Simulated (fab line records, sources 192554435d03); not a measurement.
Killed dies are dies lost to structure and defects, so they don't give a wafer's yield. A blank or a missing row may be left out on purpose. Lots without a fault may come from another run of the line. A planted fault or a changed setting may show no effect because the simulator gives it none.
fab line records | flow n5_finfet
record lots=11 wafers=32 last_day=17
route steps=1938 shown BEOL_M8@1376 BEOL_M9@1403 PASSIVATION@1936
lots that met no fault: from a run of the same line without faults
start_h: hours from the record's first day to the start of the lot's first wafer shown | wait_h: hours since the lot's step before | " the same as in the row above | L1.1+2: a row that stands for several wafers | - no value, or no start given | * or withheld: withheld | < > ~ a bound
route shown NAME@n: a module of which the file shows steps, and the number in the route of the first | usual: mean/standard deviation of fault-free wafers | same: alike in all rows | chamber/n: place in a boat | sites: the reading at each site | _std_site: their standard deviation | _edge_site: outer sites' mean less inner sites' | radius_mm: how far each site lies from the wafer's centre | mask NAME#n: copy n | behind: the tool/chamber that last shaped the wafer | hold: why the lot was held/for how many hours/how that ended | device: the transistor (n, p or np) that didn't switch | end of line: the same wafers' tests at the end of the route | a step without rows: its recipe alone | killed: dies lost to structure and defects at the first sort, not the wafer's yield | map: a wafer's dies, x killed, . not, _ none there
set.NAME: the setting as run; set.NAME@STEP: as run at that earlier step | model.NAME: the simulator's own value behind a step, which no gauge read
steps of the route over a sample of lots; a table a step, a row a wafer
services: from which hour (start_h, from the record's first day; less than 0 if before it) a tool's chamber was out of use, for how many hours, and why
## steps
# step N5_BEOL_M8_STRIP_36
# recipe chemistry=N2/H2 power_w=450 temp_c=40 pressure_mtorr=20 rf_frequency_hz=6e+07 overash_fraction=0.3 bias_power_w=7 h2_frac=0.5 n2_flow_sccm=200 h2_flow_sccm=200
# usual drypump_motor_current_A=5.8/0.42 h2_flow_sccm=199.9/0.6 oes_product_au=0.80/0.078 rf_vpp_V=59.2/1.5 showerhead_plenum_p_Torr=2.58/0.086 temp_c=40.00/0.099 throttle_valve_pct=23.41/0.29
# columns lot.wafer tool chamber start_h wait_h drypump_motor_current_A h2_flow_sccm oes_product_au rf_hours_counter_h rf_vpp_V showerhead_plenum_p_Torr temp_c throttle_valve_pct
L358.2 rie_diel-06 2 203.64 0.0 5.6 200.0 0.76 163 57.6 2.43 39.96 23.60
L358.3 " 1 " " 6.5 200.2 0.84 74 56.8 2.68 39.82 23.56
L358.4 " 0 " " 5.9 199.4 0.72 162 58.0 2.53 39.93 23.40
L359.1 rie_diel-06 3 219.05 0.0 6.6 200.0 0.68 247 60.0 2.40 39.92 23.40
L359.4 " 0 " " 5.9 200.4 0.73 167 59.2 2.53 39.94 23.40
L359.5 " 0 " " 5.9 200.2 0.73 - 57.0 2.53 40.09 23.41
L361.2 rie_diel-06 1 221.13 0.0 6.4 199.6 0.84 79 60.8 2.68 40.16 23.59
L361.3 " 2 " " 5.6 201.5 0.75 169 59.6 2.43 39.84 23.63
L361.4 " 0 " " 5.9 199.8 0.73 167 58.6 2.53 39.98 23.40
L363.1 rie_diel-05 1 223.58 0.0 5.6 199.5 0.73 154 58.6 2.65 40.19 23.40
L363.4 " 1 " " 5.7 199.1 0.74 - 61.2 2.65 40.13 23.37
L363.6 " 2 " " 5.8 199.8 0.89 - 61.5 2.59 40.15 22.88
L364.3 rie_diel-05 0 239.04 0.0 5.1 200.0 0.85 40 59.6 2.70 39.99 23.77
L364.5 " 2 " " 5.8 199.0 0.87 - 59.3 2.58 39.95 22.85
L371.1 rie_diel-06 3 292.29 0.0 6.6 199.0 0.94 14 58.8 2.71 39.95 23.04
L371.2 " 1 " " 6.5 200.6 0.82 101 58.3 2.67 39.88 23.61
L371.3 " 0 " " 5.9 199.8 0.71 194 58.7 2.52 39.85 23.42
L374.2 rie_diel-06 3 300.92 0.0 6.6 200.4 0.94 17 59.2 2.71 40.00 23.01
L374.3 " 1 " " 6.4 200.5 0.81 104 58.5 2.67 39.98 23.59
L374.6 " 0 " " 5.9 200.1 0.70 - 60.2 2.52 40.18 23.41
L376.2 rie_diel-04 2 320.12 0.0 5.9 198.9 0.76 142 58.6 2.55 39.90 24.01
L376.4 " 3 " " 5.6 199.7 0.86 59 56.9 2.57 39.94 23.31
L376.5 " 0 " " 5.5 200.9 0.80 - 58.6 2.55 40.04 23.39
L378.1 rie_diel-04 0 336.11 0.0 5.5 199.3 0.79 104 60.1 2.55 40.16 23.37
L378.3 " 2 " " 5.9 201.2 0.75 147 59.4 2.54 40.04 24.02
L378.4 " 3 " " 5.6 200.7 0.85 64 56.6 2.57 40.00 23.29
L379.2 rie_diel-05 3 338.74 0.0 5.9 200.3 0.89 36 58.7 2.49 39.89 23.42
L379.4 " 0 " " 5.1 200.0 0.81 79 56.1 2.68 40.04 23.83
L379.5 " 0 " " 5.1 199.5 0.81 - 59.8 2.68 39.96 23.83
L380.1 rie_diel-04 1 342.19 0.0 6.0 199.6 0.79 117 61.8 2.56 39.83 23.17
L380.3 " 0 " " 5.4 199.8 0.80 106 58.9 2.55 39.88 23.38
L380.6 " 3 " " 5.6 200.4 0.85 - 60.0 2.57 40.10 23.30
# step N5_BEOL_M8_ALD_77
# recipe material=TaN target_thk_a=20 temp_c=275 ald_precursor_family=PDMAT ald_co_reactant=NH3 pressure_torr=3 carrier_flow_sccm=1500 pulse_time_s=2 purge_time_s=3 co_reactant_purge_time_s=2 co_reactant_pulse_time_s=3 ald_cycles=40 precursor_vessel_temp_c=75 precursor_vessel_pressure_torr=26.25 precursor_vessel_carrier_sccm=1000
# usual heater_power_w=424/50
# columns lot.wafer tool chamber start_h wait_h heater_power_w
L358.2 ald_metal-03 0 204.87 0.0 422
L358.3 " 1 " " 399
L358.4 " 2 " " 360
L359.1 ald_metal-01 2 220.89 0.2 416
L359.4 " 0 " " 378
L359.5 " 0 " " 379
L361.2 ald_metal-02 3 222.26 0.0 441
L361.3 " 1 " " 382
L361.4 " 0 " " 424
L363.1 ald_metal-02 3 224.45 0.1 436
L363.4 " 1 " " 375
L363.6 " 3 " " 432
L364.3 ald_metal-01 0 239.85 0.0 380
L364.5 " 2 " " 429
L371.1 ald_metal-03 0 293.28 0.0 427
L371.2 " 3 " " 490
L371.3 " 2 " " 359
L374.2 ald_metal-01 2 301.82 0.0 422
L374.3 " 3 " " 354
L374.6 " 1 " " 465
L376.2 ald_metal-02 1 321.00 0.1 370
L376.4 " 3 " " 435
L376.5 " 3 " " 441
L378.1 ald_metal-02 1 336.97 0.0 374
L378.3 " 0 " " 427
L378.4 " 2 " " 546
L379.2 ald_metal-02 0 339.93 0.0 413
L379.4 " 2 " " 530
L379.5 " 0 " " 419
L380.1 ald_metal-02 3 343.24 0.1 447
L380.3 " 1 " " 380
L380.6 " 3 " " 441
# step N5_BEOL_M8_CMP_52
# recipe stop_on=SiCOH_lowk t_overpolish_s=6.9 down_force_psi=1 platen_rpm=50 clearing_platen_down_force_psi=1.5 clearing_platen_rpm=50 post_cmp_clean=cu_alkaline target_thk_nm=80 clearing_platen_pad_velocity_m_s=0.99484 pad_velocity_m_s=0.99484
# usual barrier_field_endpoint_s=28.8/0.67 clearing_platen_down_force_psi=1.4997/0.0028 head_pressure_psi=1.0002/0.0023 motor_current_A=6.3/0.69 overpolish_run_s=6.901/0.0087 time_to_endpoint_s=62.0/2.6
# columns lot.wafer tool chamber start_h wait_h barrier_field_endpoint_s clearing_platen_down_force_psi head_pressure_psi motor_current_A overpolish_run_s time_to_endpoint_s
L358.4 cmp-02 3 206.46 0.5 28.4 1.5008 1.0004 5.8 6.901 64.1
L358.2 " 0 " " 28.1 1.5020 1.0028 5.3 6.898 61.9
L358.3 " 2 " " 28.8 1.4976 1.0014 5.7 6.910 63.3
L359.4 cmp-01 3 222.00 0.1 28.8 1.5038 0.9983 6.7 6.892 62.8
L359.1 " 1 " " 29.4 1.5019 1.0041 5.4 6.903 69.1
L359.5 " 0 " " 29.1 1.5022 0.9995 7.8 6.905 62.7
L361.3 cmp-02 2 224.48 0.6 29.0 1.4979 1.0011 5.8 6.896 66.0
L361.2 " 3 " " 28.3 1.4987 1.0001 5.6 6.900 60.1
L361.4 " 0 " " 29.1 1.5012 1.0026 5.3 6.917 62.3
L363.1 cmp-02 3 225.60 0.3 27.7 1.5009 0.9996 5.6 6.905 65.0
L363.4 " 0 " " 28.2 1.4995 1.0042 4.9 6.902 61.0
L363.6 " 2 " " 16.1 1.5009 1.0025 5.7 6.907 38.3
L364.3 cmp-02 1 242.82 0.3 16.3 1.4980 0.9993 7.0 6.895 31.1
L364.5 " 1 " " 29.1 1.4994 0.9984 6.8 6.910 59.2
L371.2 cmp-01 3 295.68 0.2 29.0 1.5008 0.9990 6.7 6.907 60.9
L371.3 " 0 " " 29.1 1.4959 1.0027 7.4 6.899 63.0
L371.1 " 1 " " 30.2 1.5026 1.0004 5.6 6.914 66.5
L374.2 cmp-03 0 303.11 0.2 28.8 1.4962 0.9963 6.0 6.900 63.9
L374.3 " 3 " " 28.1 1.4998 0.9996 6.1 6.901 62.7
L374.6 " 1 " " 27.8 1.5044 0.9990 6.7 6.890 60.6
L376.2 cmp-01 1 322.77 0.3 28.5 1.4997 1.0009 5.7 6.899 67.1
L376.4 " 3 " " 28.8 1.5040 1.0002 6.7 6.901 64.1
L376.5 " 1 " " 28.5 1.5032 1.0024 5.8 6.890 67.2
L378.4 cmp-02 0 338.56 0.1 29.2 1.4956 0.9996 5.0 6.897 64.7
L378.3 " 1 " " 28.3 1.4974 1.0015 7.0 6.902 65.3
L378.1 " 2 " " 29.2 1.5020 1.0026 5.8 6.879 69.5
L379.4 cmp-01 0 341.10 0.1 28.9 1.4963 0.9995 7.7 6.897 61.1
L379.2 " 1 " " 29.7 1.4999 1.0008 5.4 6.917 64.9
L379.5 " 0 " " 29.2 1.5028 1.0006 7.0 6.908 59.4
L380.3 cmp-03 0 344.58 0.2 28.4 1.4950 0.9943 6.1 6.904 60.5
L380.1 " 2 " " 29.0 1.4976 0.9974 6.2 6.900 61.0
L380.6 " 1 " " 28.7 1.4969 1.0011 6.7 6.906 61.3
# step N5_BEOL_M9_THK_MEAS_01
# recipe reads=SiCOH_lowk_of_BEOL_M9_ILD_DEP_00
# usual M9_ILD_THK=268/3.2
# columns lot.wafer tool chamber start_h wait_h M9_ILD_THK[nm]
L358.2 film_metro-02 - 207.57 0.4 266
L358.3 " - " " 266
L358.4 " - " " 269
L359.1 film_metro-01 - 223.08 0.4 266
L359.4 " - " " 268
L359.5 " - " " 270
L361.2 film_metro-01 - 225.52 0.4 263
L361.3 " - " " 264
L361.4 " - " " 269
L363.1 film_metro-01 - 226.63 0.4 266
L363.4 " - " " 268
L363.6 " - " " 270
L364.3 film_metro-01 - 243.90 0.3 265
L364.5 " - " " 270
L371.1 film_metro-01 - 296.84 0.4 263
L371.2 " - " " 270
L371.3 " - " " 268
L374.2 film_metro-02 - 304.21 0.4 257
L374.3 " - " " 267
L374.6 " - " " 266
L376.2 film_metro-02 - 323.82 0.4 265
L376.4 " - " " 267
L376.5 " - " " 267
L378.1 film_metro-02 - 339.64 0.4 265
L378.3 " - " " 264
L378.4 " - " " 271
L379.2 film_metro-02 - 342.18 0.4 268
L379.4 " - " " 270
L379.5 " - " " 270
L380.1 film_metro-02 - 345.66 0.4 267
L380.3 " - " " 268
L380.6 " - " " 269
# step N5_PASSIVATION_PROBE_49
# usual defect_limited_yield=91.3/1.4 killed_at_M0_to_M3=34/10 killed_at_M4_up=13/4.8 killed_at_contacts=12/6.1 killed_at_front_end=40/11 killed_at_other=3.7/2.8 killed_dies=103/16 killed_open=67/12 killed_short=34/7.4 sort_bin_5_function=5.1/0.95 sort_bin_6_memory=3.2/0.62 sort_n_pass=1077/16 sort_yield_pct=91.3/1.4
# same gross_dies=1180 killed_at_back_side=0 sort_bin_4_leakage[%]=0 sort_bin_8_speed[%]=0
# columns lot.wafer tool chamber start_h wait_h defect_limited_yield[%] killed_at_M0_to_M3 killed_at_M4_up killed_at_contacts killed_at_front_end killed_at_other killed_dies killed_open killed_short sort_bin_5_function[%] sort_bin_6_memory[%] sort_n_pass sort_yield_pct[%]
L374.2 prober-02 - 371.78 0.1 90.9 36 25 16 30 0 107 76 31 5.4 3.4 1073 90.9
L374.3 prober-02 - 371.83 0.1 89.9 37 11 31 35 5 119 78 39 5.3 4.2 1061 89.9
L374.6 prober-02 - 371.98 0.3 93.8 22 10 17 22 2 73 41 26 3.7 2.1 1107 93.8
# killed by level:class
L374.2 BEOL_M4:geometric_particle:open=20 MOL_CONTACT_COAG:geometric_particle:open=13 STI_FIN_REVEAL:geometric_particle:open=8 BEOL_M1:geometric_particle:open=8 BEOL_M0_SAQP:geometric_particle:open=7 BEOL_M0_SAQP:geometric_particle:short=6 BEOL_M3:geometric_particle:open=6 DUMMY_GATE:geometric_particle:open=4
L374.3 MOL_CONTACT_COAG:geometric_particle:open=22 FIN_SAQP:geometric_particle:short=9 BEOL_M0_SAQP:geometric_particle:open=9 MOL_CONTACT_COAG:geometric_particle:short=8 BEOL_M1:geometric_particle:open=8 BEOL_M3:geometric_particle:open=8 STI_FIN_REVEAL:geometric_particle:open=6 FIN_SAQP:geometric_particle:open=5
L374.6 MOL_CONTACT_COAG:geometric_particle:open=10 BEOL_M1:geometric_particle:open=9 MOL_CONTACT_COAG:geometric_particle:short=5 FIN_SAQP:geometric_particle:open=4 GATE_CUT:geometric_particle:short=4 BEOL_M4:geometric_particle:open=4 DUMMY_GATE:geometric_particle:open=3 BEOL_M0_SAQP:geometric_particle:short=3
## services
# columns tool chamber start_h hours kind
cmp-03 - 193.33 4.0 pm
cmp-03 - 197.70 1.8 repair
cmp-03 - 200.88 9.4 pm
ald_metal-03 3 208.02 6.1 repair
ald_metal-02 3 208.65 4.7 repair
cmp-03 - 214.96 4.3 pm
cmp-03 - 223.26 2.5 repair
ald_metal-01 1 224.25 3.5 repair
cmp-02 - 230.48 1.0 repair
ald_metal-01 - 240.47 2.8 pm
cmp-01 - 240.96 2.3 repair
cmp-01 - 251.52 6.1 repair
cmp-02 - 264.59 5.4 pm
ald_metal-01 0 272.39 10.9 repair
cmp-03 - 281.72 1.9 repair
cmp-01 - 288.57 4.0 pm
cmp-02 - 296.11 2.5 repair
ald_metal-02 - 306.64 2.8 pm
ald_metal-02 - 309.45 2.6 repair
rie_diel-04 0 314.36 2.7 repair
cmp-02 - 316.20 11.3 repair
cmp-01 - 317.58 0.9 repair
ald_metal-01 - 337.37 14.0 pm
rie_diel-05 0 344.58 14.1 repair
## key
first_sign step=N5_BEOL_M8_CMP_52 reading=barrier_field_endpoint_s direction=down sigmas=19 usual=28.8 struck=16.2
effect step=N5_BEOL_M8_CMP_52 reading=time_to_endpoint_s direction=down sigmas=11 usual=* struck=*
met_at N5_BEOL_M8_CMP_52
struck_lots L363,L364
struck_wafers L363.6,L364.3
not_acting_at N5_BEOL_M8_STRIP_36,N5_BEOL_M8_ALD_77,N5_BEOL_M9_THK_MEAS_01
onset_between 224.48 225.60
fault kind=process_parameter_drift tool=cmp-02 chamber=- onset_h=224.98 steps=N5_BEOL_M8_CMP_52 channel=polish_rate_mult offset=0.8 shape=step end_h=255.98 scope=struck_wafers_only
